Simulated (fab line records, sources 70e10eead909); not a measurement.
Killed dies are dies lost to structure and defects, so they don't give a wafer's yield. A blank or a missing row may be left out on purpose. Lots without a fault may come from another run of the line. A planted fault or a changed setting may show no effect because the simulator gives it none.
fab line records | flow nand_harc | part 1 of 2: steps 1 to 4 of 6
record lots=22 wafers=66 last_day=24
route steps=1159 shown A_STAIRCASE@687 A_SGD_CUT@759 A_SLIT@779
lots that met no fault: from a run of the same line without faults
start_h: hours from the record's first day to the start of the lot's first wafer shown | wait_h: hours since the lot's step before | " the same as in the row above | L1.1+2: a row that stands for several wafers | - no value, or no start given | * or withheld: withheld | < > ~ a bound
route shown NAME@n: a module of which the file shows steps, and the number in the route of the first | usual: mean/standard deviation of fault-free wafers | same: alike in all rows | chamber/n: place in a boat | sites: the reading at each site | _std_site: their standard deviation | _edge_site: outer sites' mean less inner sites' | radius_mm: how far each site lies from the wafer's centre | mask NAME#n: copy n | behind: the tool/chamber that last shaped the wafer | hold: why the lot was held/for how many hours/how that ended | device: the transistor (n, p or np) that didn't switch | end of line: the same wafers' tests at the end of the route | a step without rows: its recipe alone | killed: dies lost to structure and defects at the first sort, not the wafer's yield | map: a wafer's dies, x killed, . not, _ none there
set.NAME: the setting as run; set.NAME@STEP: as run at that earlier step | model.NAME: the simulator's own value behind a step, which no gauge read
steps of the route over a sample of lots; a table a step, a row a wafer
services: from which hour (start_h, from the record's first day; less than 0 if before it) a tool's chamber was out of use, for how many hours, and why
## steps
# step NHARC_A_STAIRCASE_DESCUM_312
# recipe time_s=3 o2_flow_sccm=200 ar_flow_sccm=0 bias_power_w=0 chemistry=O2
# usual chamber_pressure_mTorr=60.00/0.054 drypump_motor_current_A=6.0/0.42 o2_flow_sccm=199.9/0.57 oes_product_au=1.000/0.01 rf_vpp_V=57.7/0.84 showerhead_plenum_p_Torr=1.88/0.095 throttle_valve_pct=11.312/0.009
# columns lot.wafer tool chamber start_h wait_h chamber_pressure_mTorr drypump_motor_current_A o2_flow_sccm oes_product_au rf_hours_counter_h rf_vpp_V showerhead_plenum_p_Torr throttle_valve_pct
L075.3 rie_diel-13 3 268.37 - 60.00 6.4 199.8 0.987 59 58.4 1.76 11.316
L075.1 " 1 " " 60.09 6.2 200.6 1.003 57 58.0 1.98 11.305
L075.4 " 3 " " 60.00 6.4 199.2 0.977 - 57.5 1.76 11.308
L076.2 rie_diel-03 0 270.50 - 59.99 5.8 201.0 0.999 17 57.5 1.90 11.302
L076.1 " 2 " " 59.98 6.3 200.3 0.993 17 57.3 1.78 11.305
L076.6 " 0 " " 60.01 5.8 199.7 0.998 - 56.9 1.90 11.312
L078.1 rie_diel-13 1 273.15 - 60.03 6.3 200.0 1.010 59 57.6 1.98 11.297
L078.3 " 2 " " 59.96 6.0 200.6 1.002 58 58.2 1.97 11.309
L078.4 " 3 " " 60.10 6.3 199.7 0.986 60 58.1 1.76 11.312
L074.1 rie_diel-13 3 275.96 - 60.03 6.4 200.1 0.985 62 56.9 1.76 11.300
L074.2 " 0 " " 60.05 5.0 200.2 1.010 63 57.0 1.81 11.314
L074.5 " 1 " " 59.95 6.2 199.5 1.006 - 57.2 1.98 11.315
L077.3 rie_diel-01 1 281.29 - 59.98 5.8 199.6 0.981 51 59.3 1.85 11.310
L077.2 " 2 " " 59.99 6.2 199.5 0.993 52 57.0 1.83 11.307
L077.4 " 3 " " 59.99 5.2 200.0 0.996 54 57.2 1.78 11.316
L079.3 rie_diel-03 0 282.27 - 60.02 5.8 199.0 1.014 22 56.9 1.90 11.310
L079.4 " 2 " " 60.06 6.3 199.9 1.014 21 57.9 1.78 11.292
L079.1 " 3 " " 59.91 6.2 200.6 1.001 23 57.8 1.90 11.317
L080.3 rie_diel-03 1 295.68 - 59.93 6.1 200.4 1.009 24 57.7 1.77 11.302
L080.4 " 2 " " 60.01 6.3 199.9 1.006 25 55.7 1.78 11.313
L080.6 " 0 " " 59.95 5.8 200.2 0.995 - 58.3 1.90 11.301
L083.1 rie_diel-03 1 309.65 - 60.06 6.1 200.3 1.009 26 55.3 1.77 11.305
L083.2 " 3 " " 59.87 6.2 200.3 0.991 31 57.2 1.90 11.324
L083.6 " 1 " " 60.00 6.1 199.9 1.002 - 56.9 1.77 11.312
L082.2 rie_diel-13 1 310.84 - 60.08 6.2 198.9 1.006 10 57.1 1.98 11.336
L082.1 " 3 " " 60.05 6.4 201.2 0.975 9 59.0 2.07 11.300
L082.5 " 2 " " 60.07 6.0 200.3 0.986 - 57.6 1.97 11.314
L081.2 rie_diel-03 0 315.80 - 60.03 5.8 199.2 1.000 32 58.2 1.90 11.330
L081.1 " 2 " " 60.01 6.2 199.8 0.996 34 57.1 1.78 11.328
L081.6 " 1 " " 59.94 6.1 199.5 1.004 - 56.3 1.76 11.301
L084.3 rie_diel-03 0 320.90 - 59.96 5.8 199.0 0.998 34 59.3 1.90 11.319
L084.1 " 2 " " 60.01 6.3 199.4 1.014 37 57.6 1.78 11.308
L084.4 " 2 " " 59.90 6.3 199.4 0.997 - 57.2 1.78 11.322
L089.2 rie_diel-13 0 332.95 - 60.01 5.0 199.7 1.012 20 57.4 1.80 11.332
L089.4 " 1 " " 59.92 6.3 199.9 1.009 19 57.6 1.98 11.310
L089.6 " 3 " " 59.97 6.3 199.3 0.990 - 58.5 2.07 11.308
L085.1 rie_diel-01 3 334.20 - 59.93 5.2 200.1 1.007 3 57.6 1.78 11.291
L085.2 " 0 " " 59.95 6.1 199.3 0.988 3 56.3 1.96 11.325
L085.3 " 1 " " 60.03 5.8 200.7 0.994 3 57.1 1.85 11.309
L087.4 rie_diel-13 3 342.01 - 60.04 6.4 200.7 0.996 23 59.8 2.07 11.313
L087.2 " 0 " " 60.03 5.0 200.0 1.015 24 57.9 1.80 11.310
L087.5 " 0 " " 59.97 5.0 200.0 1.017 - 56.8 1.80 11.304
L090.3 rie_diel-13 2 356.07 - 60.10 6.0 200.3 1.001 28 57.9 1.96 11.302
L090.5 " 3 " " 60.08 6.4 199.8 0.990 - 58.1 2.07 11.308
L090.6 " 0 " " 60.09 5.0 200.7 1.018 - 57.6 1.80 11.308
L088.2 rie_diel-03 2 358.78 - 59.97 6.3 200.1 1.005 52 56.3 1.77 11.313
L088.1 " 3 " " 59.94 6.2 198.9 1.009 54 57.1 1.89 11.327
L088.5 " 2 " " 60.08 6.3 200.2 1.013 - 57.3 1.77 11.319
L092.4 rie_diel-01 2 363.16 - 59.90 6.2 199.5 1.004 14 58.4 1.82 11.315
L092.6 " 2 " " 60.06 6.2 200.9 0.995 - 56.4 1.82 11.320
L092.5 " 3 " " 60.02 5.2 201.0 0.995 - 57.1 1.77 11.316
L091.3 rie_diel-13 2 364.86 - 59.98 6.1 198.4 1.003 33 58.5 1.96 11.318
L091.4 " 0 " " 60.04 5.0 199.6 1.011 32 56.2 1.80 11.315
L091.1 " 1 " " 60.00 6.2 200.1 1.002 32 57.4 1.97 11.296
L093.3 rie_diel-13 2 378.08 - 60.07 6.1 198.6 1.003 37 57.9 1.96 11.310
L093.4 " 0 " " 60.06 5.0 199.6 1.013 37 57.1 1.80 11.322
L093.6 " 2 " " 59.98 6.1 199.8 1.006 - 58.2 1.96 11.300
L094.2 rie_diel-03 3 378.29 - 60.03 6.2 200.0 1.007 64 57.1 1.89 11.310
L094.1 " 0 " " 60.00 5.8 200.1 1.004 61 57.7 1.89 11.305
L094.6 " 2 " " 59.93 6.3 200.1 1.011 - 56.9 1.77 11.321
L095.1 rie_diel-03 3 388.05 - 59.96 6.2 200.4 0.998 69 58.2 1.89 11.318
L095.6 " 3 " " 59.98 6.2 200.5 0.997 - 58.5 1.89 11.301
L095.4 " 0 " " 59.91 5.8 200.1 0.999 - 57.4 1.88 11.296
L096.2 rie_diel-01 0 394.04 - 60.04 6.1 200.0 0.987 25 57.8 1.95 11.321
L096.3 " 1 " " 60.07 5.8 199.4 1.009 26 57.7 1.84 11.300
L096.6 " 3 " " 59.91 5.2 199.1 1.005 - 57.7 1.77 11.303
# step NHARC_A_STAIRCASE_CMP_472
# recipe material=SiO2
# usual motor_current_A=12.4/1.6 retaining_ring_pressure_frac=1.000/0.0051
# columns lot.wafer tool chamber start_h wait_h motor_current_A retaining_ring_pressure_frac
L076.2 cmp-04 1 316.97 0.2 13.6 1.004
L076.1 " 2 " " 9.6 0.997
L076.6 " 2 " " 10.0 1.007
L075.4 cmp-02 2 317.04 0.1 12.1 0.997
L075.1 " 3 " " 11.1 0.999
L075.3 " 0 " " 14.8 0.994
L078.3 cmp-01 2 318.13 0.2 11.2 1.003
L078.1 " 0 " " 12.4 1.002
L078.4 " 1 " " 13.7 1.000
L074.1 cmp-01 2 323.84 0.3 11.7 1.003
L074.2 " 3 " " 12.8 1.005
L074.5 " 1 " " 13.0 0.996
L077.2 cmp-04 3 324.05 0.2 11.6 1.004
L077.3 " 1 " " 13.2 0.996
L077.4 " 2 " " 10.0 1.002
L079.1 cmp-02 0 326.24 0.2 15.2 1.001
L079.4 " 1 " " 13.4 1.006
L079.3 " 3 " " 11.6 1.001
L080.4 cmp-02 3 339.98 0.1 11.0 0.999
L080.3 " 2 " " 12.3 1.006
L080.6 " 0 " " 16.0 0.997
L082.2 cmp-02 2 356.66 0.2 11.4 0.989
L082.1 " 3 " " 10.9 1.010
L082.5 " 1 " " 13.7 1.001
L083.2 cmp-01 0 356.74 0.2 12.3 1.010
L083.1 " 2 " " 11.2 1.001
L083.6 " 1 " " 14.4 1.000
L084.4 cmp-04 1 368.58 0.1 13.7 1.002
L084.3 " 2 " " 10.1 0.997
L084.1 " 0 " " 10.0 0.997
L081.1 cmp-02 0 368.77 0.2 14.9 1.002
L081.2 " 2 " " 12.3 1.008
L081.6 " 0 " " 15.1 1.005
L089.2 cmp-04 1 378.37 0.2 13.2 0.999
L089.4 " 3 " " 11.7 0.999
L089.6 " 0 " " 10.3 1.004
L085.3 cmp-04 2 378.56 0.2 10.1 0.998
L085.2 " 0 " " 10.3 0.994
L085.1 " 1 " " 13.3 1.001
L087.4 cmp-02 2 388.55 0.2 11.9 0.994
L087.2 " 0 " " 15.7 0.996
L087.5 " 2 " " 12.9 0.995
L090.3 cmp-02 3 403.74 0.2 10.9 0.994
L090.5 " 2 " " 11.2 0.998
L090.6 " 3 " " 10.8 0.996
L088.1 cmp-04 0 404.40 0.2 10.0 1.007
L088.2 " 1 " " 12.7 0.993
L088.5 " 3 " " 12.5 0.996
L091.1 cmp-04 1 406.58 0.2 13.6 0.992
L091.4 " 2 " " 10.3 1.003
L091.3 " 3 " " 12.4 1.002
L092.4 cmp-02 3 406.87 0.3 11.6 0.995
L092.6 " 1 " " 13.8 1.004
L092.5 " 2 " " 11.8 1.001
L093.4 cmp-04 0 423.68 0.1 10.1 1.007
L093.3 " 1 " " 12.5 1.000
L093.6 " 1 " " 13.4 1.002
L094.2 cmp-02 2 423.93 0.3 11.8 0.996
L094.1 " 3 " " 11.1 0.999
L094.6 " 1 " " 13.6 0.997
L095.4 cmp-04 0 435.12 0.1 11.0 1.009
L095.1 " 2 " " 10.0 0.998
L095.6 " 1 " " 13.0 0.987
L096.2 cmp-02 0 435.20 0.2 15.7 1.004
L096.3 " 2 " " 11.9 1.000
L096.6 " 0 " " 15.0 0.998
# step NHARC_A_SGD_CUT_OVL_MEAS_10
# usual overlay_x_nm=0.1/1.1 overlay_y_nm=0.1/0.64
# columns lot.wafer tool chamber start_h wait_h overlay_x_nm overlay_y_nm
L076.1 overlay-02 - 318.19 - -1.8 -0.2
L076.2 " - " " -2.0 -0.7
L076.6 " - " " -1.8 -0.3
L075.1 overlay-01 - 318.35 - -0.8 0.6
L075.3 " - " " -1.0 0.7
L075.4 " - " " -1.0 0.2
L078.1 overlay-01 - 319.35 - -1.7 -0.3
L078.3 " - " " -2.7 -0.4
L078.4 " - " " -2.1 -0.2
L074.1 overlay-01 - 325.03 - -0.2 -0.2
L074.2 " - " " -0.2 -1.0
L074.5 " - " " -0.1 -0.8
L077.2 overlay-02 - 325.27 - -0.8 0.4
L077.3 " - " " -0.2 0.4
L077.4 " - " " -0.6 -0.3
L079.1 overlay-02 - 327.34 - 1.0 0.0
L079.3 " - " " 0.7 0.3
L079.4 " - " " 1.3 0.5
L080.3 overlay-01 - 341.08 - -0.1 -0.3
L080.4 " - " " 0.2 -0.6
L080.6 " - " " -0.7 -0.3
L082.1 overlay-01 - 357.85 - 0.2 0.7
L082.2 " - " " 0.3 0.6
L082.5 " - " " 0.2 0.6
L083.1 overlay-01 - 358.03 - 0.2 -1.1
L083.2 " - " " 0.2 -1.1
L083.6 " - " " 0.2 -0.3
L084.1 overlay-01 - 369.80 - 0.7 0.1
L084.3 " - " " 1.0 0.4
L084.4 " - " " 0.8 0.2
L081.1 overlay-02 - 369.98 - 0.0 0.0
L081.2 " - " " 0.6 0.2
L081.6 " - " " 0.6 -0.2
L089.2 overlay-01 - 379.56 - 0.0 -0.5
L089.4 " - " " 0.5 -0.1
L089.6 " - " " 0.3 0.0
L085.1 overlay-02 - 379.78 - 1.1 0.0
L085.2 " - " " 1.3 -0.2
L085.3 " - " " 1.3 -0.8
L087.2 overlay-01 - 389.74 - 1.1 0.0
L087.4 " - " " 1.5 0.7
L087.5 " - " " 1.4 0.3
L090.3 overlay-01 - 404.94 - -0.3 -0.5
L090.5 " - " " -0.1 -0.7
L090.6 " - " " -0.5 -0.4
L088.1 overlay-02 - 405.47 - 0.5 1.1
L088.2 " - " " 0.9 0.3
L088.5 " - " " 0.4 -0.1
L091.1 overlay-02 - 407.70 - 1.2 0.2
L091.3 " - " " 0.9 -0.1
L091.4 " - " " 0.5 -0.2
L092.4 overlay-02 - 408.07 - -0.1 -0.4
L092.5 " - " " 0.3 -1.3
L092.6 " - " " -0.5 -0.8
L093.3 overlay-01 - 424.80 - -2.3 1.3
L093.4 " - " " -2.0 1.3
L093.6 " - " " -1.7 0.6
L094.1 overlay-02 - 425.11 - 0.5 0.9
L094.2 " - " " 0.3 0.9
L094.6 " - " " 0.3 0.7
L095.1 overlay-02 - 436.21 - 0.6 0.5
L095.4 " - " " 0.7 0.4
L095.6 " - " " 0.7 0.6
L096.2 overlay-01 - 436.43 - 0.2 1.2
L096.3 " - " " 0.8 1.4
L096.6 " - " " 0.0 0.5
# step NHARC_A_SLIT_DEP_25
# recipe target_thk_a=2000 temp_c=400 pressure_torr=6.5 rf_w=900 teos_flow_sccm=161.4 flow_sccm=2650 target_thk_nm=200 gas=O2 material=SiO2
# usual heater_power_w=503/100 throttle_valve_pct=16.0/0.58
# columns lot.wafer tool chamber start_h wait_h heater_power_w throttle_valve_pct
L078.1 pecvd-02 2 324.77 0.1 335 17.5
L078.3 " 0 " " 628 16.4
L078.4 " 0 " " 457 16.3
L076.1 pecvd-01 2 324.78 0.1 416 16.3
L076.2 " 0 " " 646 15.7
L076.6 " 2 " " 301 16.4
L075.1 pecvd-03 0 324.90 0.2 480 16.1
L075.3 " 1 " " 530 15.1
L075.4 " 2 " " 540 15.1
L079.3 pecvd-01 1 331.71 0.1 613 15.4
L079.1 " 2 " " 417 16.1
L079.4 " 0 " " 584 15.4
L074.2 pecvd-02 1 331.76 0.2 501 15.6
L074.1 " 2 " " 418 17.2
L074.5 " 2 " " 439 17.2
L077.3 pecvd-01 2 331.90 0.1 335 16.2
L077.2 " 0 " " 644 15.2
L077.4 " 2 " " 339 16.2
L080.3 pecvd-02 1 350.29 0.3 428 15.4
L080.6 " 2 " " 395 16.8
L080.4 " 0 " " 604 16.6
L083.1 pecvd-03 0 364.71 0.1 477 16.0
L083.2 " 2 " " 539 15.2
L083.6 " 0 " " 488 16.0
L082.1 pecvd-01 0 364.76 0.1 653 15.4
L082.2 " 1 " " 731 15.4
L082.5 " 2 " " 395 16.6
L081.2 pecvd-03 1 376.15 0.1 568 15.7
L081.1 " 0 " " 383 15.9
L081.6 " 2 " " 538 15.3
L084.3 pecvd-02 1 376.19 0.1 394 15.4
L084.1 " 2 " " 374 16.8
L084.4 " 0 " " 563 16.6
L089.2 pecvd-03 2 387.24 0.1 502 15.5
L089.4 " 1 " " 529 15.9
L089.6 " 2 " " 508 15.3
L085.2 pecvd-01 2 387.37 0.2 384 16.5
L085.1 " 0 " " 660 15.8
L085.3 " 1 " " 639 15.8
L087.2 pecvd-03 2 395.57 0.1 496 15.5
L087.5 " 2 " " 508 15.4
L087.4 " 0 " " 432 16.0
L090.3 pecvd-02 0 411.37 0.1 579 16.6
L090.6 " 1 " " 485 15.7
L090.5 " 2 " " 368 16.7
L088.2 pecvd-01 2 411.41 0.2 382 16.7
L088.1 " 0 " " 580 15.8
L088.5 " 0 " " 603 15.9
L091.3 pecvd-02 0 419.12 0.1 607 16.9
L091.1 " 1 " " 386 15.4
L091.4 " 2 " " 358 16.8
L092.4 pecvd-03 2 419.22 0.2 465 15.5
L092.6 " 0 " " 485 16.1
L092.5 " 1 " " 581 15.6
L094.1 pecvd-01 1 433.67 0.1 592 15.6
L094.2 " 0 " " 623 15.6
L094.6 " 1 " " 584 15.6
L093.3 pecvd-02 2 433.77 0.2 337 16.8
L093.6 " 1 " " 396 15.9
L093.4 " 0 " " 581 17.2
L095.1 pecvd-02 1 442.71 0.1 468 15.5
L095.4 " 1 " " 467 15.5
L095.6 " 2 " " 391 16.7
L096.3 pecvd-03 0 442.89 0.2 346 16.2
L096.2 " 1 " " 549 16.1
L096.6 " 0 " " 376 16.1
